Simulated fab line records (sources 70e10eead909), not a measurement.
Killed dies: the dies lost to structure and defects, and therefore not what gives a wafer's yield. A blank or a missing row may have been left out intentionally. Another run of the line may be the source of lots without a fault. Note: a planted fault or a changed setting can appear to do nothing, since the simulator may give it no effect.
What tool caused it? ; flow nandHarc ; 33 wafers from 11 lots sampled at 5 of the route's 1302 steps

WHAT EACH GAUGE READ, for each wafer
NHARC_END_SORT_01.
lot;measured;on;defectLimitedYield (%);killedAtArray;killedAtOther;killedAtPeriphery;killedDies;killedOpen;killedShort;sort_bin_2_pct (%);sort_bin_3_pct (%);sort_bin_4_pct (%);sortNPass;sortRimYieldPct (%);sortYieldPct (%)
L607;day 28 06:58;prober-02;90.5 91.7 90.1;64 55 61;0 0 3;0 1 3;64 56 67;3 1 3;3 1 0;4.1 2.5 3.0;0.6 0.3 0.9;4.7 5.5 6.1;613 621 610;97 92 97;90.5 91.7 90.1

EACH LOT AND THE TOOL THAT RAN IT (in order: tool; ch and the chambers of the sampled wafers; start)
lot;NHARC_P_M0_STRIP_18;NHARC_P_M0_DEGAS_28;NHARC_P_M0_ANNEAL_30;NHARC_P_M1_SOFTBAKE_04
L598;rieDiel-09 ch 1,2,3, day 6 14:42;pvdSputter-02, day 6 15:14;rtpAnneal-01 ch 0, day 6 15:59;lithoTrack-01 ch 0, day 6 17:00
L599;rieDiel-08 ch 0,3, day 6 19:21;pvdSputter-02, day 6 19:53;rtpAnneal-02 ch 0, day 6 20:36;lithoTrack-06 ch 0, day 6 22:00
L600;rieDiel-08 ch 0,2,3, day 7 06:46;pvdSputter-02, day 7 07:17;rtpAnneal-02 ch 0, day 7 08:02;lithoTrack-06 ch 0, day 7 09:00
L601;rieDiel-08 ch 0,2, day 8 03:08;pvdSputter-01, day 8 03:40;rtpAnneal-01 ch 0, day 8 04:23;lithoTrack-04 ch 0, day 8 06:00
L606;rieDiel-09 ch 1,2, day 9 21:32;pvdSputter-01, day 9 22:05;rtpAnneal-01 ch 0, day 9 22:54;lithoTrack-06 ch 0, day 10 00:00
L607;rieDiel-08 ch 0,2,3, day 10 05:35;pvdSputter-01, day 10 06:08;rtpAnneal-01 ch 0, day 10 06:54;lithoTrack-06 ch 0, day 10 08:00
L608;rieDiel-08 ch 0,1, day 10 17:29;pvdSputter-02, day 10 18:01;rtpAnneal-02 ch 0, day 10 18:53;lithoTrack-04 ch 0, day 10 20:00
L609;rieDiel-09 ch 1,2,3, day 11 00:17;pvdSputter-02, day 11 00:49;rtpAnneal-02 ch 0, day 11 01:33;lithoTrack-04 ch 0, day 11 03:00
L612;rieDiel-13 ch 1,2,3, day 12 00:36;pvdSputter-03, day 12 01:04;rtpAnneal-02 ch 0, day 12 01:56;lithoTrack-04 ch 0, day 12 03:00
L617;rieDiel-08 ch 0,1,2, day 14 16:35;pvdSputter-01, day 14 17:07;rtpAnneal-02 ch 0, day 14 17:53;lithoTrack-06 ch 0, day 14 19:00
L619;rieDiel-09 ch 1,3, day 15 09:00;pvdSputter-02, day 15 09:32;rtpAnneal-02 ch 0, day 15 10:16;lithoTrack-06 ch 0, day 15 12:00
- NHARC_P_M0_STRIP_18: strips in N2/H2.
- NHARC_P_M0_DEGAS_28: time 60 s.
- NHARC_P_M0_ANNEAL_30: time 90 s.
- NHARC_P_M1_SOFTBAKE_04: time 55 s.

AS READ BY THE TOOLS THEMSELVES (means over the sampled wafers that have a number; for cases with no such wafer, the mark the record gives instead)
NHARC_P_M0_STRIP_18.
lot;tool;drypumpMotorCurrentA (A);h2FlowSccm (sccm);mfcArSccm (sccm);oesProductAu (a.u.);rfVppV (V);showerheadPlenumPTorr (Torr);throttleValvePct (%)
L598;rieDiel-09;6.0;150.2;0.008;1.010;90.8;2.07;14.171
L599;rieDiel-08;5.5;149.9;0.000;1.007;91.3;2.10;14.168
L600;rieDiel-08;5.7;149.8;0.000;1.013;90.5;2.10;14.169
L601;rieDiel-08;6.1;149.7;0.000;1.011;90.2;2.09;14.174
L606;rieDiel-09;6.5;149.9;0.008;1.000;91.1;2.12;14.177
L607;rieDiel-08;5.7;150.0;0.000;1.007;91.6;2.09;14.164
L608;rieDiel-08;6.0;149.9;0.019;1.005;90.3;1.97;14.172
L609;rieDiel-09;6.0;149.4;0.008;1.012;89.9;2.06;14.177
L612;rieDiel-13;5.5;149.8;0.007;1.000;90.3;2.10;14.168
L617;rieDiel-08;6.0;149.7;0.009;0.999;90.0;2.02;14.184
L619;rieDiel-09;6.0;149.6;0.000;1.008;90.5;2.11;14.180

NHARC_P_M0_DEGAS_28.
lot;tool;heaterPowerW (W)
L598;pvdSputter-02;335
L599;pvdSputter-02;338
L600;pvdSputter-02;337
L601;pvdSputter-01;318
L606;pvdSputter-01;311
L607;pvdSputter-01;312
L608;pvdSputter-02;345
L609;pvdSputter-02;316
L612;pvdSputter-03;319
L617;pvdSputter-01;312
L619;pvdSputter-02;339

NHARC_P_M0_ANNEAL_30.
lot;tool;wafer_temp_C_max
L598;rtpAnneal-01;226.23
L599;rtpAnneal-02;226.00
L600;rtpAnneal-02;226.11
L601;rtpAnneal-01;226.34
L606;rtpAnneal-01;226.29
L607;rtpAnneal-01;226.11
L608;rtpAnneal-02;226.00
L609;rtpAnneal-02;225.93
L612;rtpAnneal-02;226.07
L617;rtpAnneal-02;226.49
L619;rtpAnneal-02;226.12

NHARC_P_M1_SOFTBAKE_04.
lot;tool;exhaustPa (Pa);heaterPowerTotalW (W);plateTempC (C)
L598;lithoTrack-01;44.4;188.38;104.90
L599;lithoTrack-06;44.4;188.38;105.07
L600;lithoTrack-06;46.6;188.40;105.05
L601;lithoTrack-04;45.5;188.46;105.00
L606;lithoTrack-06;45.6;188.33;105.02
L607;lithoTrack-06;44.9;188.49;105.09
L608;lithoTrack-04;45.5;188.50;105.23
L609;lithoTrack-04;44.9;188.51;104.88
L612;lithoTrack-04;44.1;188.53;105.00
L617;lithoTrack-06;45.0;176.70;105.02
L619;lithoTrack-06;45.6;176.54;104.80

THE ANSWER, worked out from the rows above alone
Rule: the lots themselves supply what counts as usual. Put in order of their means at a reading, lots are off if they are a third of the lots or fewer, leave a main group of 4 or more, and stand apart from it by a gap of 3 or more times the standard deviation of the main group's means; of several such gaps the widest counts. If all means in a main group match to the digits the tables above print for the reading, that group is not used. A lot without any number at a reading at which 4 lots or more have one is off too. Any other lot the step has rows for is counted as sound. First the gauges in route order, then the tools' own readings, where a lot's mean is used as printed above. At the first step where some lot is off, the reading lying furthest off is the one used; lots without a number count as furthest.
Off, at NHARC_P_M1_SOFTBAKE_04 on heaterPowerTotalW: L617, L619. Mean 188.44 W and standard deviation 0.067 in the main group.
A tool fits if, at that step or a process step before it, it ran every lot that is off, and no sound lot after the first of them. Can't be told from this: 2 tools fit, rtpAnneal-02 at NHARC_P_M0_ANNEAL_30, lithoTrack-06 at NHARC_P_M1_SOFTBAKE_04.

WHAT THE SIMULATOR HAD INSERTED
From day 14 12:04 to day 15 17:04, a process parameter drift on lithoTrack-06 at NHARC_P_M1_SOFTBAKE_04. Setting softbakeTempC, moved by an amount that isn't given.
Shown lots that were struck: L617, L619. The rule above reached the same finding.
